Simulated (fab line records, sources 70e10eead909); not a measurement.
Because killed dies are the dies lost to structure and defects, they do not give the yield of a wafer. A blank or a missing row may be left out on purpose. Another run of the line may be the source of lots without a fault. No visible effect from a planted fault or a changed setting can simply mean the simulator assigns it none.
A struck lot beside a sound one | flow nand harc | 39 out of 1302 route steps
Sound: the wafers L347.2, L347.3, L347.6. Struck: wafers L363.4, L363.5, L363.6. At the end, the cause is stated.
Each step with rows lists, per side, the tool, then ch with its chambers, then its first start. Under that, the readings that differ: sound wafers | struck wafers | difference of the means | sigmas: that difference in standard deviations of wafers without a fault.
alike: readings whose means differ by less than 2 such deviations, and words and numbers that are the same on both sides. not compared: withheld readings, readings that some wafer has no value for, bounds like >300 that may hide the same value, and numbers for which the record gives no deviation and whose values overlap.
A row with sigmas, a row that says differs or no value, or rows on one side alone: a step with any of these is where the two part. Numbers that don't overlap but have no deviation are shown without sigmas and don't part them. A reading that every wafer of one side lacks parts them only if that side has two wafers or more.

NHARC_A_CHANNEL_HOLE_D1_INSPECT_40:
  struck on defect inspect-01, day 17 21:16; sound on defect inspect-02, day 11 08:53
  alike: raw defect count
then, 10 steps without rows for these wafers: NHARC_A_CHANNEL_FILL_D1_PRECLEAN_00 (cleans in SC1); NHARC_A_CHANNEL_FILL_D1_SRD_01; NHARC_A_CHANNEL_FILL_D1_ALD_02 (deposits SiO2, target thk 6 nm, pulse time 10 s, ald cycles 60); NHARC_A_CHANNEL_FILL_D1_ALD_03 (deposits SiNx, target thk 6 nm, pulse time 60 s, ald cycles 58); NHARC_A_CHANNEL_FILL_D1_ALD_14 (deposits SiO2, target thk 2.5 nm, pulse time 10 s, ald cycles 25); NHARC_A_CHANNEL_FILL_D1_ALD_15 (deposits SiNx, target thk 2 nm, pulse time 60 s, ald cycles 19); NHARC_A_CHANNEL_FILL_D1_ALD_16 (deposits SiO2, target thk 1.5 nm, pulse time 10 s, ald cycles 15); NHARC_A_CHANNEL_FILL_D1_ANNEAL_17 (time 1800 s); NHARC_A_CHANNEL_FILL_D1_CVD_18 (deposits poly-Si, target thk 3 nm); NHARC_A_CHANNEL_FILL_D1_ETCHBACK_19 (etches the open film in HBr/Cl2, target depth 5 nm, time 1.7 s).
NHARC_A_CHANNEL_FILL_D1_ETCHBACK_20: etches the open film in C4F8/O2/Ar, target depth 27 nm, time 13.5 s.
  sound on rie diel-09 ch 0,1,3, day 12 09:27; struck on rie diel-09 ch 0,1,3, day 18 23:01
  alike: oes product au, rf fwd power W, rf vpp V
  not compared: rf hours counter h
NHARC_A_CHANNEL_FILL_D1_STRIP_28: strips in O2, time 20 s.
  sound on rie diel-09 ch 0,1, day 12 09:33; struck on rie diel-09 ch 1,2,3, day 18 23:05
  alike: drypump motor current A, oes product au, rf vpp V, showerhead plenum p Torr, throttle valve pct
  not compared: rf hours counter h
then, 4 steps without rows for these wafers: NHARC_A_CHANNEL_FILL_D1_PRECLEAN_21 (cleans in dHF, time 30 s); NHARC_A_CHANNEL_FILL_D1_SRD_23; NHARC_A_CHANNEL_FILL_D1_CVD_05 (deposits poly-Si, target thk 5 nm); NHARC_A_CHANNEL_FILL_D1_ANNEAL_22 (time 7200 s).
NHARC_A_CHANNEL_FILL_D1_ALD_25: deposits SiOx, target thk 60 nm, pulse time 10 s, ald cycles 600.
  sound on ald hk-02 ch 0,1, day 12 21:27; struck on ald hk-04 ch 0,3, day 19 11:30
  alike: heater power w, precursor pulse height rel
then, 7 steps without rows for these wafers: NHARC_A_CHANNEL_FILL_D1_ETCHBACK_08 (etches the open film in C4F8, target depth 220 nm, time 110 s); NHARC_A_CHANNEL_FILL_D1_STRIP_29 (strips in O2, time 20 s); NHARC_A_CHANNEL_FILL_D1_PRECLEAN_30 (cleans in dHF, time 30 s); NHARC_A_CHANNEL_FILL_D1_SRD_31; NHARC_A_CHANNEL_FILL_D1_CVD_09 (deposits poly-Si, target thk 150 nm, time 3000 s); NHARC_A_CHANNEL_FILL_D1_CMP_10 (polishes, target thk 150 nm); NHARC_A_CHANNEL_FILL_D1_SRD_12.
NHARC_A_DECK1_JOINT_ETCHBACK_07: etches the open film in HBr, target depth 105 nm, time 26.9 s.
  sound on rie si-02 ch 0,1,2, day 13 09:29; struck on rie si-03 ch 0,1,2, day 19 23:08
  alike: drypump motor current A, oes product au, rf fwd power W, throttle valve pct
  not compared: rf hours counter h
then, 8 steps without rows for these wafers: NHARC_A_DECK1_JOINT_ETCH_25 (etches SiO2 in dHF, target depth 0.5 nm); NHARC_A_DECK1_JOINT_ETCH_19 (etches poly-Si in TMAH, target depth 3 nm); NHARC_A_DECK1_JOINT_ETCH_18 (etches SiO2 in dHF, target depth 3 nm); NHARC_A_DECK1_JOINT_WET_08 (chemistry H3PO4, time 86 s); NHARC_A_DECK1_JOINT_ETCH_09 (etches SiO2 in dHF, target depth 5 nm); NHARC_A_DECK1_JOINT_WET_10 (chemistry H3PO4, time 86 s); NHARC_A_DECK1_JOINT_ETCH_11 (etches SiO2 in dHF, target depth 35 nm); NHARC_A_DECK1_JOINT_CVD_12 (deposits poly-Si, target thk 90 nm, time 1800 s).
NHARC_A_DECK1_JOINT_CMP_13: polishes, target thk 51.023 nm.
  sound on cmp-01 ch 0,3, day 13 19:44; struck on cmp-03 ch 0,2,3, day 20 09:46
  alike: motor current A, time to endpoint s
  not compared: pad life wafers
NHARC_A_DECK1_JOINT_THK_MEAS_14: measures by ellipsometry.
  struck on film metro-01, day 20 09:57; sound on film metro-01, day 13 20:00
  alike: thk nm
then, 1 step without rows for these wafers: NHARC_A_DECK1_JOINT_SRD_04.
NHARC_A_DECK1_JOINT_ETCHBACK_00: etches the open film in HBr, target depth 30 nm, time 17.4 s.
  sound on rie si-02 ch 1,3, day 13 20:09; struck on rie si-02 ch 2,3, day 20 10:05
  alike: drypump motor current A, oes product au, rf fwd power W, throttle valve pct
  not compared: rf hours counter h
-- jump in the record: it breaks off in module A_DECK1_JOINT and resumes in module END (first step shown: number 1302 of the route), and 13 days separate the struck wafers' starts before and after --
NHARC_END_SORT_01:
  the record has rows for the struck wafers here (prober-02 ch 0, day 33 13:35) and none for the sound ones

WHERE THEY PART
Only at NHARC_END_SORT_01, as far as this record shows.

WHY: what had been put in by the simulator
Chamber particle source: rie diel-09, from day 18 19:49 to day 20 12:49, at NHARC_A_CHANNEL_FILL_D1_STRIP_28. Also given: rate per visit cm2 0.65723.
